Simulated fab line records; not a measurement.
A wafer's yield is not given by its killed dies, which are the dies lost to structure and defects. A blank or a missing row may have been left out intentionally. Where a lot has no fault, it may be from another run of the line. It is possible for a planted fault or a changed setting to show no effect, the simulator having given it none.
Chamber matching | flow n5_finfet | 4 sister chambers for N5_BEOL_M3_STRIP_19 on rie_diel-03
The step strips in O2. 14 wafers are shown with their chamber, then 7 later ones without.

## EACH WAFER AND ITS CHAMBER
wafer  | chamber | throttle_valve_pct (%) | oes_product_au (a.u.) | drypump_motor_current_A (A)
L074.2 | 0       | 16.67                  | 0.71                  | 5.3
L074.5 | 0       | 16.66                  | 0.71                  | 5.4
L074.6 | 1       | 16.55                  | 0.76                  | 5.5
L080.1 | 3       | 16.48                  | 0.77                  | 5.2
L080.3 | 1       | 16.58                  | 0.74                  | 5.4
L080.6 | 3       | 16.47                  | 0.76                  | 5.2
L078.1 | 3       | 16.48                  | 0.77                  | 5.2
L078.3 | 1       | 16.56                  | 0.74                  | 5.4
L078.6 | 3       | 16.47                  | 0.77                  | 5.2
L081.1 | 2       | 16.63                  | 0.74                  | 5.1
L081.4 | 3       | 16.47                  | 0.77                  | 5.2
L081.6 | 1       | 16.57                  | 0.74                  | 5.4
L084.3 | 1       | 16.59                  | 0.74                  | 5.4
L084.5 | 2       | 16.62                  | 0.74                  | 5.2

SIGNATURES, as means of the wafers listed above
reading                 | chamber 0 | chamber 1 | chamber 2 | chamber 3 | scatter within a chamber
throttle_valve_pct      | 16.6650   | 16.5700   | 16.6250   | 16.4740   | 0.011
oes_product_au          | 0.7100    | 0.7440    | 0.7400    | 0.7680    | 0.00632
drypump_motor_current_A | 5.350     | 5.420     | 5.150     | 5.200     | 0.0424
Rule: a wafer lies at a distance from a chamber equal to the root of the sum of squares, over the readings, of (its reading less the chamber's mean, divided by the reading's scatter). The wafer belongs to the nearest chamber; if the next one is less than 2 further off, it can't be placed. The scatter: the root of (the sum of the squares of (reading less its chamber's mean) over the shown wafers, divided by (wafers less chambers)).

## WAFERS MISSING THEIR CHAMBER
wafer  | throttle_valve_pct (%) | oes_product_au (a.u.) | drypump_motor_current_A (A)
L084.6 | 16.48                  | 0.77                  | 5.2
L086.1 | 16.48                  | 0.76                  | 5.2
L086.2 | 16.72                  | 0.70                  | 5.4
L086.4 | 16.58                  | 0.73                  | 5.4
L092.1 | 16.52                  | 0.74                  | 5.2
L092.4 | 16.73                  | 0.69                  | 5.4
L092.6 | 16.61                  | 0.73                  | 5.4

## THE CHAMBER EACH PASSED THROUGH
wafer  | from the rows above          | in truth
L084.6 | 3                            | 3
L086.1 | 3                            | 3
L086.2 | 0                            | 0
L086.4 | 1                            | 1
L092.1 | can't be placed: 3 or 1      | 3
L092.4 | 0                            | 0
L092.6 | can't be placed: 1 or 0 or 2 | 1
Placed correctly: 5 of 7. Can't be placed from these rows: 2 (the true chamber is among the candidates in 2). Number placed wrongly: 0.
